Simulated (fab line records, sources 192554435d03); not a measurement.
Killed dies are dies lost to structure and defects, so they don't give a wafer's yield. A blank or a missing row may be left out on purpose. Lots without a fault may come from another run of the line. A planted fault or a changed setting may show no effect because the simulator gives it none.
Which tool did it? | flow n5_finfet | 10 lots, 30 wafers sampled, at 6 steps of a route of 1938

WHAT THE GAUGES READ, wafer by wafer
N5_BEOL_M4_THK_MEAS_01. Usual: M4_ILD_THK 79.2 nm, standard deviation 1.1.
lot  | measured     | on            | M4_ILD_THK (nm) | flag
L713 | day 8 05:10  | film_metro-01 | 77.6 79.3 79.1  |
L717 | day 9 01:02  | film_metro-02 | 77.6 76.8 78.0  |
L719 | day 9 19:43  | film_metro-01 | 79.0 80.8 79.9  |
L718 | day 9 21:26  | film_metro-02 | 78.3 78.6 79.6  |
L720 | day 9 22:37  | film_metro-01 | 77.0 78.7 77.7  |
L722 | day 10 03:18 | film_metro-02 | 79.0 79.9 80.2  |
L725 | day 11 20:05 | film_metro-02 | 77.7 79.1 80.1  |
L733 | day 12 22:46 | film_metro-02 | 89.2 77.7 79.6  |
L734 | day 13 18:19 | film_metro-01 | 78.1 79.6 80.2  |
L735 | day 15 12:13 | film_metro-02 | 78.8 77.4 78.3  |

N5_BEOL_M4_RC_MEAS_101. Usual: DIBL_N 36.7 mV/V, standard deviation 1.8; DIBL_P 37.0 mV/V, standard deviation 2.4; IOFF_N 0.17 nA/um, standard deviation 0.036; IOFF_P 0.22 nA/um, standard deviation 0.042; ION_N 673 uA/um, standard deviation 12; ION_P 462 uA/um, standard deviation 8.5; SS_N 71.7 mV/dec, standard deviation 0.62; SS_P 73.4 mV/dec, standard deviation 0.65; VT_N 250 mV, standard deviation 3.7; VT_P -250 mV, standard deviation 3.7.
lot  | measured     | on        | DIBL_N (mV/V)  | DIBL_P (mV/V)  | IOFF_N (nA/um) | IOFF_P (nA/um) | ION_N (uA/um) | ION_P (uA/um) | SS_N (mV/dec)  | SS_P (mV/dec)  | VT_N (mV)   | VT_P (mV)      | flag
L713 | day 8 20:34  | prober-02 | 38.5 38.2 37.8 | 39.0 39.0 37.4 | 0.19 0.21 0.19 | 0.25 0.24 0.22 | 671 675 667   | 461 460 457   | 71.5 71.9 72.0 | 73.3 74.6 73.4 | 250 245 250 | -250 -250 -249 |
L717 | day 9 12:34  | prober-01 | 37.7 34.6 35.9 | 38.4 34.7 35.1 | 0.17 0.13 0.14 | 0.21 0.16 0.17 | 670 671 655   | 455 456 447   | 72.2 71.1 71.1 | 73.5 72.0 73.6 | 251 252 252 | -253 -255 -254 |
L719 | day 10 08:27 | prober-02 | 36.2 33.3 37.4 | 37.7 33.2 38.6 | 0.16 0.12 0.18 | 0.22 0.17 0.25 | 675 663 677   | 471 460 468   | 71.6 71.1 72.3 | 73.5 72.6 73.3 | 249 254 248 | -246 -251 -248 |
L718 | day 10 17:13 | prober-01 | 35.5 36.9 39.9 | 35.9 37.3 40.9 | 0.15 0.17 0.24 | 0.21 0.22 0.27 | 669 669 687   | 461 460 463   | 71.5 72.1 73.2 | 72.5 73.8 74.7 | 248 250 244 | -252 -252 -250 |
L720 | day 10 17:46 | prober-02 | 41.1 38.2 37.5 | 41.2 38.3 37.9 | 0.24 0.18 0.17 | 0.27 0.20 0.21 | 692 672 670   | 467 456 451   | 72.5 72.0 71.7 | 73.7 73.1 73.3 | 244 248 247 | -251 -255 -251 |
L722 | day 10 23:26 | prober-01 | 36.1 34.9 35.9 | 37.0 35.6 35.9 | 0.14 0.12 0.13 | 0.20 0.18 0.19 | 658 649 659   | 454 449 455   | 70.6 71.2 71.2 | 73.7 73.3 73.3 | 254 256 251 | -250 -251 -254 |
L725 | day 12 07:16 | prober-01 | 34.9 35.1 34.5 | 37.2 36.2 36.0 | 0.14 0.13 0.13 | 0.22 0.19 0.19 | 669 664 674   | 465 460 463   | 70.8 71.2 71.3 | 73.9 74.0 73.4 | 252 255 250 | -251 -253 -253 |
L733 | day 13 14:30 | prober-02 | 38.1 39.6 37.0 | 36.4 38.4 35.7 | 0.17 0.20 0.15 | 0.25 0.29 0.23 | 687 671 683   | 471 462 470   | 71.4 72.5 70.7 | 73.9 73.2 73.3 | 247 250 249 | -248 -247 -248 |
L734 | day 14 18:44 | prober-02 | 37.6 36.9 36.6 | 38.4 37.5 37.7 | 0.18 0.16 0.16 | 0.24 0.22 0.23 | 684 671 676   | 467 460 469   | 72.0 71.8 71.8 | 72.7 73.1 73.9 | 248 249 249 | -250 -254 -251 |
L735 | day 15 19:44 | prober-01 | 36.6 36.8 35.9 | 36.4 35.9 35.0 | 0.15 0.16 0.14 | 0.19 0.20 0.18 | 669 682 670   | 454 464 455   | 71.8 71.9 71.6 | 72.8 73.6 73.4 | 251 248 251 | -252 -253 -254 |

WHICH TOOL RAN EACH LOT (tool, then ch and the chambers of the sampled wafers, then the start)
lot  | N5_BEOL_M3_ANNEAL_91         | N5_BEOL_M3_CMP_52             | N5_BEOL_M3_PRE_CLEAN_60          | N5_BEOL_M4_ILD_DEP_00
L713 | pvd_sputter-02, day 8 03:25  | cmp-04 ch 2,3, day 8 04:31    | cvd_co-02 ch 0,2, day 8 04:49    | pecvd-02 ch 1,2, day 8 05:06
L717 | pvd_sputter-03, day 8 22:58  | cmp-03 ch 0,2,3, day 9 00:22  | cvd_co-01 ch 1,2, day 9 00:37    | pecvd-03 ch 0,2, day 9 00:58
L719 | pvd_sputter-02, day 9 17:52  | cmp-02 ch 1,3, day 9 19:04    | cvd_co-01 ch 0,1,2, day 9 19:22  | pecvd-01 ch 0,1,2, day 9 19:38
L718 | pvd_sputter-03, day 9 19:41  | cmp-03 ch 0,1,2, day 9 20:50  | cvd_co-01 ch 0,1, day 9 21:05    | pecvd-01 ch 0,1,2, day 9 21:22
L720 | pvd_sputter-02, day 9 20:51  | cmp-03 ch 2,3, day 9 21:55    | cvd_co-02 ch 0,1, day 9 22:15    | pecvd-03 ch 0,1, day 9 22:32
L722 | pvd_sputter-01, day 10 01:31 | cmp-02 ch 0,2, day 10 02:35   | cvd_co-02 ch 1,2, day 10 02:55   | pecvd-02 ch 0,1,2, day 10 03:14
L725 | pvd_sputter-01, day 11 17:31 | cmp-04 ch 0,1, day 11 19:25   | cvd_co-02 ch 1,2, day 11 19:42   | pecvd-01 ch 0,1,2, day 11 20:01
L733 | pvd_sputter-03, day 12 21:01 | cmp-04 ch 1,2,3, day 12 22:05 | cvd_co-02 ch 1,2, day 12 22:25   | pecvd-01 ch 0,1,2, day 12 22:42
L734 | pvd_sputter-01, day 13 16:34 | cmp-04 ch 0,1, day 13 17:38   | cvd_co-02 ch 1,2, day 13 17:58   | pecvd-02 ch 0,2, day 13 18:15
L735 | pvd_sputter-03, day 15 10:05 | cmp-02 ch 0,2,3, day 15 11:35 | cvd_co-01 ch 0,1,2, day 15 11:52 | pecvd-03 ch 0,1,2, day 15 12:10
- N5_BEOL_M3_ANNEAL_91: time 240 s.
- N5_BEOL_M3_CMP_52: polishes, stops on SiOC, t overpolish 6.8 s, target thk 40 nm.
- N5_BEOL_M3_PRE_CLEAN_60: time 15 s.
- N5_BEOL_M4_ILD_DEP_00: deposits SiOC from DEMS/O2, target thk 79 nm, time 15.3 s.

WHAT THE TOOLS THEMSELVES READ (means of the sampled wafers that have a number; where no wafer has one, the mark that the record gives instead)
N5_BEOL_M3_ANNEAL_91. Usual: heater_power_w 844 W, standard deviation 90.
lot  | tool           | heater_power_w (W) | flag
L713 | pvd_sputter-02 | 872                |
L717 | pvd_sputter-03 | 790                |
L719 | pvd_sputter-02 | 723                |
L718 | pvd_sputter-03 | 876                |
L720 | pvd_sputter-02 | 916                |
L722 | pvd_sputter-01 | 861                |
L725 | pvd_sputter-01 | 871                |
L733 | pvd_sputter-03 | 801                |
L734 | pvd_sputter-01 | 884                |
L735 | pvd_sputter-03 | 832                |

N5_BEOL_M3_CMP_52. Usual: barrier_field_endpoint_s 24.6 s, standard deviation 0.58; motor_current_A 6.1 A, standard deviation 0.48; overpolish_run_s 6.800 s, standard deviation 0.0092; time_to_endpoint_s 62 s, standard deviation 3.
lot  | tool   | barrier_field_endpoint_s (s) | motor_current_A (A) | overpolish_run_s (s) | time_to_endpoint_s (s) | flag
L713 | cmp-04 | 24.7                         | 6.0                 | 6.802                | 62                     |
L717 | cmp-03 | 24.2                         | 5.9                 | 6.808                | 66                     |
L719 | cmp-02 | 25.5                         | 6.0                 | 6.798                | 64                     |
L718 | cmp-03 | 25.0                         | 5.9                 | 6.799                | 62                     |
L720 | cmp-03 | 23.9                         | 5.9                 | 6.799                | 60                     |
L722 | cmp-02 | 25.4                         | 6.2                 | 6.806                | 64                     |
L725 | cmp-04 | 24.5                         | 6.4                 | 6.802                | 57                     |
L733 | cmp-04 | 24.9                         | 5.9                 | 6.808                | 62                     |
L734 | cmp-04 | 24.7                         | 6.7                 | 6.805                | 62                     |
L735 | cmp-02 | 25.3                         | 6.2                 | 6.791                | 62                     |

N5_BEOL_M3_PRE_CLEAN_60. Usual: heater_power_w 72 W, standard deviation 13.
lot  | tool      | heater_power_w (W) | flag
L713 | cvd_co-02 | 77                 |
L717 | cvd_co-01 | 64                 |
L719 | cvd_co-01 | 64                 |
L718 | cvd_co-01 | 71                 |
L720 | cvd_co-02 | 89                 |
L722 | cvd_co-02 | 82                 |
L725 | cvd_co-02 | 89                 |
L733 | cvd_co-02 | 88                 |
L734 | cvd_co-02 | 81                 |
L735 | cvd_co-01 | 65                 |

N5_BEOL_M4_ILD_DEP_00. Usual: heater_power_w 498 W, standard deviation 79; showerhead_plenum_p_Torr 5.695 Torr, standard deviation 0.0096; throttle_valve_pct 11.9 %, standard deviation 0.41.
lot  | tool     | heater_power_w (W) | showerhead_plenum_p_Torr (Torr) | throttle_valve_pct (%) | flag
L713 | pecvd-02 | 469                | 5.694                           | 11.6                   |
L717 | pecvd-03 | 497                | 5.704                           | 12.3                   |
L719 | pecvd-01 | 494                | 5.695                           | 11.7                   |
L718 | pecvd-01 | 551                | 5.685                           | 11.8                   |
L720 | pecvd-03 | 550                | 5.699                           | 12.1                   |
L722 | pecvd-02 | 459                | 5.694                           | 11.7                   |
L725 | pecvd-01 | 501                | 5.700                           | 11.9                   |
L733 | pecvd-01 | 531                | 5.682                           | 12.0                   |
L734 | pecvd-02 | 559                | 5.699                           | 11.6                   |
L735 | pecvd-03 | 511                | 5.701                           | 11.9                   |

THE ANSWER, worked out from the rows above alone
Rule: a lot is off if the mean of its wafers that have a number lies more than 3 standard deviations from the usual mean. A lot without any number at a reading at which 4 lots or more have one is off too. The other lots that the step has rows for count as sound. The gauges are gone through in route order, then the tools' own readings, and for those a lot's mean is taken as printed above. The first step at which some lot is off is used, and at that step the reading that is off furthest; a lot without a number counts as furthest.
No lot is off at any reading shown: from this, nothing can be told.

WHAT THE SIMULATOR HAD PUT IN
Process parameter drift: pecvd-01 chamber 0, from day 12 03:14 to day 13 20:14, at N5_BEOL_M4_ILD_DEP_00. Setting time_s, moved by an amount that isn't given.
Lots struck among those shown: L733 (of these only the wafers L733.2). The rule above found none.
